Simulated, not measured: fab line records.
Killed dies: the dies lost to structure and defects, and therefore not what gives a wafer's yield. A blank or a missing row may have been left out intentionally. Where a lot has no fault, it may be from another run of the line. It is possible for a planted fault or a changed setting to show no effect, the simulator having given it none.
Chamber matching -- flow n5_finfet -- N5_BEOL_M10_DEP_56 on pecvd-01 has 3 sister chambers
The step deposits SiCN from 3MS/NH3, target thk 15 nm, time 26.5 s. 6 wafers are shown with their chamber, then 11 later ones without.

## EACH WAFER AND ITS CHAMBER
wafer,chamber,showerhead_plenum_p_Torr (Torr),throttle_valve_pct (%)
L080.5,2,3.673,8.3
L082.6,2,3.663,8.4
L088.3,0,3.681,9.2
L088.4,1,3.657,8.7
L088.5,0,3.684,8.9
L090.1,1,3.667,8.7

## WAFERS WHOSE CHAMBER IS MISSING
wafer,showerhead_plenum_p_Torr (Torr),throttle_valve_pct (%)
L090.2,3.665,8.4
L090.3,3.686,8.7
L095.1,3.669,8.5
L095.4,3.670,8.5
L095.6,3.680,9.0
L096.1,3.663,8.4
L096.4,3.667,9.0
L096.6,3.658,8.7
L097.2,3.668,8.7
L097.5,3.668,8.6
L097.6,3.682,8.9

## WHICH CHAMBER EACH WENT THROUGH
wafer,from the rows above,in truth
L090.2,can't be placed: 2 or 1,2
L090.3,can't be placed: 0 or 1 or 2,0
L095.1,can't be placed: 2 or 1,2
L095.4,can't be placed: 2 or 1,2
L095.6,0,0
L096.1,can't be placed: 2 or 1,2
L096.4,can't be placed: 1 or 0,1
L096.6,1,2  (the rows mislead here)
L097.2,can't be placed: 1 or 2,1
L097.5,can't be placed: 1 or 2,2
L097.6,0,0
Placed correctly: 2 of 11. These rows do not allow placing 8 (true chamber among the candidates in 8). Number placed wrongly: 1.
How it was worked out, from the rows above alone: a wafer's distance from a chamber is the root of the sum, over the readings, of the square of ((its reading less the chamber's mean) divided by the reading's scatter). If the next closest chamber is less than 2 further off than the closest, the wafer can't be placed; otherwise it belongs to the closest. The mean given for a chamber averages the wafers shown for that chamber. The scatter: the root of (the sum of the squares of (reading less its chamber's mean) over the shown wafers, divided by (wafers less chambers)).
